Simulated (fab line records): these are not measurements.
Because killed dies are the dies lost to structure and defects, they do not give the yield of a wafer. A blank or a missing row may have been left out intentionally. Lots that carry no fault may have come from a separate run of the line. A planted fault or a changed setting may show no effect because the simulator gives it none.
Which of the tools did it? :: flow nand-harc :: Sampling: 12 lots, 36 wafers, 3 of 1302 route steps

WHAT EACH GAUGE READ, for each wafer
NHARC_A_WL_FILL_INSPECT_15.
lot: L076
measured: day 21 20:34
on: defect-inspect-02
raw-defect-count: 378 327 311

lot: L078
measured: day 22 10:28
on: defect-inspect-01
raw-defect-count: 587 362 573

lot: L075
measured: day 24 02:44
on: defect-inspect-01
raw-defect-count: 475 790 648

lot: L082
measured: day 24 12:55
on: defect-inspect-01
raw-defect-count: 546 524 458

lot: L083
measured: day 25 01:23
on: defect-inspect-01
raw-defect-count: 513 403 680

lot: L085
measured: day 25 21:25
on: defect-inspect-02
raw-defect-count: 439 359 324

lot: L087
measured: day 26 21:36
on: defect-inspect-01
raw-defect-count: 424 577 494

lot: L090
measured: day 27 06:52
on: defect-inspect-01
raw-defect-count: 499 401 397

lot: L092
measured: day 27 19:28
on: defect-inspect-01
raw-defect-count: 437 516 402

lot: L093
measured: day 28 19:10
on: defect-inspect-01
raw-defect-count: 452 476 517

lot: L094
measured: day 30 02:47
on: defect-inspect-01
raw-defect-count: 474 567 693

lot: L097
measured: day 30 13:44
on: defect-inspect-02
raw-defect-count: 355 434 438

TOOL THAT RAN EACH LOT (tool first, then ch and the chambers of the sampled wafers, then the start)
lot: L076
NHARC_A_WL_FILL_CVD_03: cvd-w-02 ch 0,1, day 21 03:45
NHARC_A_WL_FILL_CVD_20: cvd-w-01 ch 0,1, day 21 20:34 or earlier

lot: L078
NHARC_A_WL_FILL_CVD_03: cvd-w-01 ch 0,1, day 21 17:14
NHARC_A_WL_FILL_CVD_20: cvd-w-02 ch 0,1, day 22 10:28 or earlier

lot: L075
NHARC_A_WL_FILL_CVD_03: cvd-w-01 ch 0,1, day 23 09:23
NHARC_A_WL_FILL_CVD_20: cvd-w-02 ch 0,1, day 24 02:44 or earlier

lot: L082
NHARC_A_WL_FILL_CVD_03: cvd-w-02 ch 0,1, day 23 19:07
NHARC_A_WL_FILL_CVD_20: cvd-w-01 ch 0,1, day 24 12:55 or earlier

lot: L083
NHARC_A_WL_FILL_CVD_03: cvd-w-02 ch 0,1, day 24 04:47
NHARC_A_WL_FILL_CVD_20: cvd-w-01 ch 0,1, day 25 01:23 or earlier

lot: L085
NHARC_A_WL_FILL_CVD_03: cvd-w-01 ch 0,1, day 25 04:36
NHARC_A_WL_FILL_CVD_20: cvd-w-02 ch 1, day 25 21:25 or earlier

lot: L087
NHARC_A_WL_FILL_CVD_03: cvd-w-01 ch 0,1, day 26 03:10
NHARC_A_WL_FILL_CVD_20: cvd-w-01 ch 1, day 26 21:36 or earlier

lot: L090
NHARC_A_WL_FILL_CVD_03: cvd-w-01 ch 0, day 26 15:38
NHARC_A_WL_FILL_CVD_20: cvd-w-01 ch 1, day 27 06:52 or earlier

lot: L092
NHARC_A_WL_FILL_CVD_03: cvd-w-02 ch 0,1, day 26 23:41
NHARC_A_WL_FILL_CVD_20: cvd-w-01 ch 0,1, day 27 19:28 or earlier

lot: L093
NHARC_A_WL_FILL_CVD_03: cvd-w-01 ch 0,1, day 27 23:50
NHARC_A_WL_FILL_CVD_20: cvd-w-02 ch 0,1, day 28 19:10 or earlier

lot: L094
NHARC_A_WL_FILL_CVD_03: cvd-w-01 ch 0,1, day 29 08:18
NHARC_A_WL_FILL_CVD_20: cvd-w-02 ch 0, day 30 02:47 or earlier

lot: L097
NHARC_A_WL_FILL_CVD_03: cvd-w-02 ch 0,1, day 29 20:50
NHARC_A_WL_FILL_CVD_20: cvd-w-01 ch 0,1, day 30 13:44 or earlier
- NHARC_A_WL_FILL_CVD_03: deposits W, target thk 40 nm, time 279 s.
- NHARC_A_WL_FILL_CVD_20: deposits W, target thk 100 nm, time 74 s.

THE ANSWER, worked out from the rows above alone
Rule: usual is defined by the lots themselves. Put in order of their means at a reading, lots are off if they are a third of the lots or fewer, leave a main group of 4 or more, and stand apart from it by a gap of 3 or more times the standard deviation of the main group's means; of several such gaps the widest counts. The tables above print the reading to a certain number of digits; a main group whose means all agree to those digits is not used. Also off: a lot with no number at a reading for which 4 or more lots have one. All remaining lots with rows at the step are treated as sound.
Across all readings shown, no lot is off: no conclusion can be drawn from this.

WHAT THE SIMULATOR PUT IN
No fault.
